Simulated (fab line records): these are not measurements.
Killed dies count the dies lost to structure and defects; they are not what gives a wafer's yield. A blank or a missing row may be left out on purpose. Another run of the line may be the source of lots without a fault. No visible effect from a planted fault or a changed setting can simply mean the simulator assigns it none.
Matching of chambers / flow n5Finfet / 4 sister chambers for N5_BEOL_M14_DESCUM_15 on rieDiel-02
The step chemistry O2, time 7.9 s. 20 wafers are shown with their chamber, then 10 later ones without.

== WAFERS PAIRED WITH THEIR CHAMBERS ==
wafer=L074.2; chamber=0; drypumpMotorCurrentA (A)=5.3; showerheadPlenumPTorr (Torr)=2.04; throttleValvePct (%)=20.33
wafer=L074.5; chamber=1; drypumpMotorCurrentA (A)=6.2; showerheadPlenumPTorr (Torr)=2.08; throttleValvePct (%)=20.47
wafer=L074.6; chamber=2; drypumpMotorCurrentA (A)=5.7; showerheadPlenumPTorr (Torr)=2.05; throttleValvePct (%)=20.58
wafer=L075.1; chamber=3; drypumpMotorCurrentA (A)=5.1; showerheadPlenumPTorr (Torr)=2.12; throttleValvePct (%)=20.49
wafer=L075.2; chamber=0; drypumpMotorCurrentA (A)=5.2; showerheadPlenumPTorr (Torr)=2.04; throttleValvePct (%)=20.33
wafer=L075.4; chamber=2; drypumpMotorCurrentA (A)=5.8; showerheadPlenumPTorr (Torr)=2.05; throttleValvePct (%)=20.61
wafer=L079.3; chamber=1; drypumpMotorCurrentA (A)=6.2; showerheadPlenumPTorr (Torr)=2.07; throttleValvePct (%)=20.50
wafer=L079.4; chamber=3; drypumpMotorCurrentA (A)=5.1; showerheadPlenumPTorr (Torr)=2.12; throttleValvePct (%)=20.51
wafer=L079.6; chamber=3; drypumpMotorCurrentA (A)=5.1; showerheadPlenumPTorr (Torr)=2.12; throttleValvePct (%)=20.50
wafer=L082.1; chamber=1; drypumpMotorCurrentA (A)=6.2; showerheadPlenumPTorr (Torr)=2.07; throttleValvePct (%)=20.49
wafer=L082.3; chamber=3; drypumpMotorCurrentA (A)=5.1; showerheadPlenumPTorr (Torr)=2.12; throttleValvePct (%)=20.50
wafer=L082.6; chamber=1; drypumpMotorCurrentA (A)=6.1; showerheadPlenumPTorr (Torr)=2.07; throttleValvePct (%)=20.51
wafer=L085.2; chamber=3; drypumpMotorCurrentA (A)=5.1; showerheadPlenumPTorr (Torr)=2.11; throttleValvePct (%)=20.51
wafer=L085.4; chamber=2; drypumpMotorCurrentA (A)=5.7; showerheadPlenumPTorr (Torr)=2.04; throttleValvePct (%)=20.63
wafer=L085.5; chamber=2; drypumpMotorCurrentA (A)=5.7; showerheadPlenumPTorr (Torr)=2.04; throttleValvePct (%)=20.64
wafer=L086.1; chamber=2; drypumpMotorCurrentA (A)=5.7; showerheadPlenumPTorr (Torr)=2.04; throttleValvePct (%)=20.64
wafer=L086.2; chamber=1; drypumpMotorCurrentA (A)=6.2; showerheadPlenumPTorr (Torr)=2.07; throttleValvePct (%)=20.52
wafer=L086.6; chamber=3; drypumpMotorCurrentA (A)=5.1; showerheadPlenumPTorr (Torr)=2.11; throttleValvePct (%)=20.51
wafer=L089.1; chamber=1; drypumpMotorCurrentA (A)=6.2; showerheadPlenumPTorr (Torr)=2.06; throttleValvePct (%)=20.51
wafer=L089.2; chamber=0; drypumpMotorCurrentA (A)=5.3; showerheadPlenumPTorr (Torr)=2.03; throttleValvePct (%)=20.38

SIGNATURES, as means of the wafers listed above
reading=drypumpMotorCurrentA; chamber 0=5.267; chamber 1=6.183; chamber 2=5.720; chamber 3=5.100; scatter within a chamber=0.0379
reading=showerheadPlenumPTorr; chamber 0=2.0367; chamber 1=2.0700; chamber 2=2.0440; chamber 3=2.1167; scatter within a chamber=0.0057
reading=throttleValvePct; chamber 0=20.3467; chamber 1=20.5000; chamber 2=20.6200; chamber 3=20.5033; scatter within a chamber=0.0197
Rule: a wafer's distance from a chamber is the root of the sum, over the readings, of the square of ((its reading less the chamber's mean) divided by the reading's scatter). If the next closest chamber is less than 2 further off than the closest, the wafer can't be placed; otherwise it belongs to the closest. The scatter: the root of (the sum of the squares of (reading less its chamber's mean) over the shown wafers, divided by (wafers less chambers)).

== WAFERS MISSING THEIR CHAMBER ==
wafer=L089.6; drypumpMotorCurrentA (A)=5.1; showerheadPlenumPTorr (Torr)=2.11; throttleValvePct (%)=20.53
wafer=L088.1; drypumpMotorCurrentA (A)=5.7; showerheadPlenumPTorr (Torr)=2.04; throttleValvePct (%)=20.66
wafer=L088.4; drypumpMotorCurrentA (A)=5.2; showerheadPlenumPTorr (Torr)=2.03; throttleValvePct (%)=20.38
wafer=L088.5; drypumpMotorCurrentA (A)=5.7; showerheadPlenumPTorr (Torr)=2.04; throttleValvePct (%)=20.66
wafer=L087.1; drypumpMotorCurrentA (A)=5.7; showerheadPlenumPTorr (Torr)=2.04; throttleValvePct (%)=20.65
wafer=L087.3; drypumpMotorCurrentA (A)=5.1; showerheadPlenumPTorr (Torr)=2.11; throttleValvePct (%)=20.53
wafer=L087.4; drypumpMotorCurrentA (A)=5.2; showerheadPlenumPTorr (Torr)=2.03; throttleValvePct (%)=20.39
wafer=L092.2; drypumpMotorCurrentA (A)=5.2; showerheadPlenumPTorr (Torr)=2.03; throttleValvePct (%)=20.39
wafer=L092.4; drypumpMotorCurrentA (A)=6.1; showerheadPlenumPTorr (Torr)=2.06; throttleValvePct (%)=20.53
wafer=L092.5; drypumpMotorCurrentA (A)=5.1; showerheadPlenumPTorr (Torr)=2.11; throttleValvePct (%)=20.53

== EACH ONE'S CHAMBER ==
wafer=L089.6; from the rows above=3; in truth=3
wafer=L088.1; from the rows above=2; in truth=2
wafer=L088.4; from the rows above=0; in truth=0
wafer=L088.5; from the rows above=2; in truth=2
wafer=L087.1; from the rows above=2; in truth=2
wafer=L087.3; from the rows above=3; in truth=3
wafer=L087.4; from the rows above=0; in truth=0
wafer=L092.2; from the rows above=0; in truth=0
wafer=L092.4; from the rows above=1; in truth=1
wafer=L092.5; from the rows above=3; in truth=3
Correct placement for 10 of the 10. Not placeable from these rows: 0. 0 placed wrongly.
